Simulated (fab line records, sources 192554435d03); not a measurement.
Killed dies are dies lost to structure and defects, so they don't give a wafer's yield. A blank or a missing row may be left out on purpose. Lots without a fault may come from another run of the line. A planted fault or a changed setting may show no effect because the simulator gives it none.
Split-lot experiment | flow n5_finfet | 7 lots, 21 wafers read, on a route of 1938 steps

THE SPLIT
At N5_SD_EPI_N_COAT_33 (time 60 s, resist thk 35 nm), the setting spin_rpm was moved away from the recipe's 1500 rpm on 8 of the 21 wafers read, by -10.5% to +7.7%. The other wafers ran this setting at the recipe's value.

FROM THE SPLIT TO THE READING: what the file shows between them, 8 steps
- N5_SD_EPI_N_EXPOSE_06: exposes mask SD N BLK, target cd 120 nm (also split here: dose_mj)
- N5_SD_EPI_N_PEB_07: peb time 60 s
- N5_SD_EPI_N_DEVELOP_08: develop time 30 s
- N5_SD_EPI_N_CD_MEAS_09: target cd 120 nm
- N5_SD_EPI_N_DESCUM_14: chemistry O2, time 7.9 s
- N5_SD_EPI_N_ETCH_34: etches SiARC in CF4, target depth 45.5 nm, time 75.8 s
- N5_SD_EPI_N_ETCH_35: etches SOC in N2/H2, overetch 108 nm, time 486 s
- N5_SD_EPI_N_STRIP_36: strips in N2/H2

THE READING
SiARC_of_SD_EPI_N_COAT_33.thk_nm (the simulator's own value, which no gauge read), in nm, at N5_SD_EPI_N_ETCHBACK_44 (etches SiNx in CH3F/O2, stops on SiO2, target depth 14.5 nm). The file gives no usual value for it. The 13 wafers here that ran the recipe average 16.1 nm, standard deviation 0.35 nm.

wafer  | tool, chamber at the split | spin_rpm as run, rpm | against the recipe | SiARC_of_SD_EPI_N_COAT_33.thk_nm, nm | against lot-mates on the recipe
L079.1 | litho_track-03, 0          | 1615                 | +7.7%              | 15                                   | -1.7
L079.2 | litho_track-03, 0          | 1500                 | recipe             | 16.6                                 | -
L079.5 | litho_track-03, 0          | 1500                 | recipe             | 16.8                                 | -
L081.1 | litho_track-03, 0          | 1500                 | recipe             | 15.8                                 | -
L081.5 | litho_track-03, 0          | 1500                 | recipe             | 15.8                                 | -
L081.4 | litho_track-03, 0          | 1500                 | recipe             | 15.6                                 | -
L082.2 | litho_track-05, 0          | 1568                 | +4.5%              | 15.4                                 | -0.6
L082.4 | litho_track-05, 0          | 1568                 | +4.5%              | 15.2                                 | -0.8
L082.5 | litho_track-05, 0          | 1500                 | recipe             | 16                                   | -
L086.1 | litho_track-05, 0          | 1500                 | recipe             | 16.2                                 | -
L086.6 | litho_track-05, 0          | 1500                 | recipe             | 16.2                                 | -
L086.5 | litho_track-05, 0          | 1343                 | -10.5%             | 18                                   | +1.8
L087.1 | litho_track-01, 0          | 1500                 | recipe             | 16                                   | -
L087.2 | litho_track-01, 0          | 1580                 | +5.3%              | 15.4                                 | -0.8
L087.5 | litho_track-01, 0          | 1500                 | recipe             | 16.4                                 | -
L090.1 | litho_track-03, 0          | 1574                 | +4.9%              | 15.2                                 | -0.4
L090.5 | litho_track-03, 0          | 1574                 | +4.9%              | 15.2                                 | -0.4
L090.6 | litho_track-03, 0          | 1500                 | recipe             | 15.6                                 | -
L096.2 | litho_track-01, 0          | 1500                 | recipe             | 16                                   | -
L096.5 | litho_track-01, 0          | 1586                 | +5.7%              | 14.8                                 | -1.1
L096.6 | litho_track-01, 0          | 1500                 | recipe             | 15.8                                 | -

THE FIT
A straight line over all 21 wafers: SiARC_of_SD_EPI_N_COAT_33.thk_nm changes by -0.173 nm for each +1% of spin_rpm; r = -0.90; the points scatter about the line by 0.31 nm.
The same after taking each lot's own level away (the mean of its wafers on the recipe; 21 wafers): -0.167 nm for each +1%; r = -0.96; scatter 0.2 nm.
On that fit, the largest move of spin_rpm shifts the reading by 1.8 nm.
The lots' own levels span 15.60 to 16.70 nm, that is 3.1 times the standard deviation above.
So the lot-to-lot level changes the slope little: the two slopes agree.
Check: with one of the wafers moved furthest among these (-10.5%) left out of the fit, the line predicts +1.75 nm for it against its lot-mates. It came out at +1.8 nm against them.

OTHER SPLITS ON THESE WAFERS
These wafers also went through other splits before the reading. Each is held against what the fit with the lots' levels taken away leaves over:
other split on the same wafers | wafers away from the commonest value | r with SiARC_of_SD_EPI_N_COAT_33.thk_nm (lot level and that fit taken away)
N5_SD_EPI_N_EXPOSE_06 dose_mj  | 7                                    | +0.33

THE WHOLE CHAIN: every reading that the file lists as answering this split, in the file's order
step                    | what it does                                                | reading                                                                                   | change (the file's fit)               | r (the file's)
N5_SD_EPI_N_COAT_33     | time 60 s, resist thk 35 nm                                 | SiARC_of_SD_EPI_N_COAT_33.thk_nm (the simulator's own value, which no gauge read)         | -0.176 nm for each +1% of the setting | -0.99
N5_SD_EPI_N_ETCH_34     | etches SiARC in CF4, target depth 45.5 nm, time 75.8 s      | etch.depth_nm (the simulator's own value, which no gauge read)                            | -0.176 nm for each +1% of the setting | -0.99
N5_SD_EPI_N_ETCH_34     | etches SiARC in CF4, target depth 45.5 nm, time 75.8 s      | CAR-ArF-block_of_SD_EPI_N_COAT_03.thk_nm (the simulator's own value, which no gauge read) | +0.142 nm for each +1% of the setting | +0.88
N5_SD_EPI_N_ETCHBACK_44 | etches SiNx in CH3F/O2, stops on SiO2, target depth 14.5 nm | SiARC_of_SD_EPI_N_COAT_33.thk_nm (the simulator's own value, which no gauge read)         | -0.173 nm for each +1% of the setting | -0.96

THE FILE'S OWN FIT
SiARC_of_SD_EPI_N_COAT_33.thk_nm changes by -0.173 nm for each +1% of spin_rpm, r = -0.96.
